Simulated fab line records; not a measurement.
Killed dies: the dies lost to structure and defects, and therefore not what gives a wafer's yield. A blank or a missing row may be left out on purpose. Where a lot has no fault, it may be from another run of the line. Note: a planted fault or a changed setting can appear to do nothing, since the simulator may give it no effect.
Code-filled problem report in 8D (eight disciplines) form :: flow n5_finfet :: the parts of the form that need people (team, actions taken, sign-off) are left out

## 1. THE PROBLEM
M9_THK at N5_BEOL_M9_THK_MEAS_53 reads a mean of 253 nm on 1 wafer of 1 lot; wafers without a fault read 142 nm with a standard deviation of 3.2. Relative to the usual mean, that is a shift of +35 standard deviations.
The step: measures by xrf.
First observed at day 13 04:24: wafer L206.5, on film_metro-02. The record has a number at this step for 26 wafers belonging to 9 lots. Rule for "out", or "out of limits": more than 4 standard deviations from the usual mean. The other wafers with a number count as sound.

## 2. WHAT IT IS, AND WHAT IT ISN'T
question: which readings at this step
is: M9_THK
is not: -

question: which lots
is: L206
is not: L195, L200, L201, L202, L204, L213, L215, L217

question: which wafers of those lots
is: L206.5
is not: L206.1, L206.4

question: read on which gauges
is: film_metro-02
is not: film_metro-01

question: when
is: from day 13 04:24
is not: up to then (17 sound wafers); but 8 sound wafers of L213, L215, L217 came after

## 3. SUSPECTS, AND WHAT RULES EACH OUT
Counting: a tool at a process step up to the reading stays a suspect if it ran every lot that is out. Sound lots after the first of them don't rule it out here, since some wafers of a struck lot are sound.
- the gauge at N5_BEOL_M9_THK_MEAS_53: ruled out. All the wafers that are out were read on film_metro-02, but those of them that N5_BEOL_M9_CMP_52 has rows for are out there too, on other tools.
- ald_metal-02 at N5_BEOL_M9_ALD_74 (deposits TaN, target thk 2 nm, pulse time 2 s, purge time 3 s): kept. It ran the lot that is out, L206 (day 13 02:10); its last sound lot up to then is L204 (day 12 17:27).
- pvd_sputter-01 at N5_BEOL_M9_SURFACE_TREAT_79: kept. It ran the lot that is out, L206 (day 13 02:39); its last sound lot up to then is L204 (day 12 17:45).
- cmp-04 at N5_BEOL_M9_CMP_52 (polishes, stops on SiCOH lowk, t overpolish 7 s, target thk 140 nm): kept. It ran the lot that is out, L206 (day 13 04:08); its last sound lot up to then is L204 (day 12 18:32). Out on those wafers are its own readings of barrier_field_endpoint_s, overpolish_run_s, time_to_endpoint_s.
- ald_metal-02, N5_BEOL_M9_ALD_74: wafers that are out in chamber 2, sound lot-mates in chambers 0, 3.
- cmp-04, N5_BEOL_M9_CMP_52: wafers that are out in chamber 1, sound lot-mates in chambers 2, 3.
After the count, these remain: ald_metal-02 at N5_BEOL_M9_ALD_74, pvd_sputter-01 at N5_BEOL_M9_SURFACE_TREAT_79 and cmp-04 at N5_BEOL_M9_CMP_52.

## 4. THE CAUSE (what the simulator had put in)
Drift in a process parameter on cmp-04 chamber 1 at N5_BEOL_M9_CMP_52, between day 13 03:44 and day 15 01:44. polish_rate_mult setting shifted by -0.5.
Counting left 3 suspects, and this tool is among them.

## 5. THE CHAIN OF EFFECTS, in route order
Each row: a reading where the mean over the struck wafers with a number is more than 3 standard deviations away from the usual. Scope: only readings with a usual standard deviation given in the record; hours: median across lots of the time from each lot's start at the first step in this table that gives one to its start at this step; sigmas: change in usual standard deviations.
hours: 0
step: N5_BEOL_M9_CMP_52
reading: barrier_field_endpoint_s
usual: 29.1 s
on struck wafers: 47.0
change: +17.9
sigmas: +21

hours: 0
step: N5_BEOL_M9_CMP_52
reading: overpolish_run_s
usual: 6.999 s
on struck wafers: 0.033
change: -6.966
sigmas: -99 or more

hours: 0
step: N5_BEOL_M9_CMP_52
reading: time_to_endpoint_s
usual: 67 s
on struck wafers: 87
change: +20
sigmas: +4.8

hours: 0
step: N5_BEOL_M9_THK_MEAS_53
reading: M9_THK
usual: 142 nm
on struck wafers: 253
change: +111
sigmas: +35

hours: 0
step: N5_BEOL_M9_INSPECT_58
reading: raw_defect_count
usual: 77
on struck wafers: 4216
change: +4139
sigmas: +99 or more

hours: 61
step: N5_PASSIVATION_PROBE_49
reading: defect_limited_yield
usual: 91.4 %
on struck wafers: 0.0
change: -91.4
sigmas: -61

hours: 61
step: N5_PASSIVATION_PROBE_49
reading: killed_at_M4_up
usual: 16
on struck wafers: 1102
change: +1086
sigmas: +99 or more

hours: 61
step: N5_PASSIVATION_PROBE_49
reading: killed_dies
usual: 102
on struck wafers: 1180
change: +1078
sigmas: +60

hours: 61
step: N5_PASSIVATION_PROBE_49
reading: killed_on_rim
usual: 13
on struck wafers: 152
change: +139
sigmas: +38

hours: 61
step: N5_PASSIVATION_PROBE_49
reading: sort_n_pass
usual: 1078
on struck wafers: 0
change: -1078
sigmas: -60

hours: 61
step: N5_PASSIVATION_PROBE_49
reading: sort_yield_pct
usual: 91.4 %
on struck wafers: 0.0
change: -91.4
sigmas: -61
Process steps it contains:
- N5_BEOL_M9_CMP_52: polishes, stops on SiCOH lowk, t overpolish 7 s, target thk 140 nm.
- N5_PASSIVATION_PROBE_49

## 6. WHAT WOULD HAVE CAUGHT IT SOONER
In this record the first reading out of limits at a measuring or inspecting step was taken at day 13 04:24, 1 hour after the fault began at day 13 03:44.
At N5_BEOL_M9_CMP_52, the tool's own readings (barrier_field_endpoint_s, overpolish_run_s, time_to_endpoint_s) were out on each struck wafer the step has a row for, so an alarm limit on them would have fired on the first such wafer.
Lots out: 1; all had begun N5_BEOL_M9_CMP_52 on cmp-04 by day 13 04:24. A hold on the tool at that time would have spared none of them.
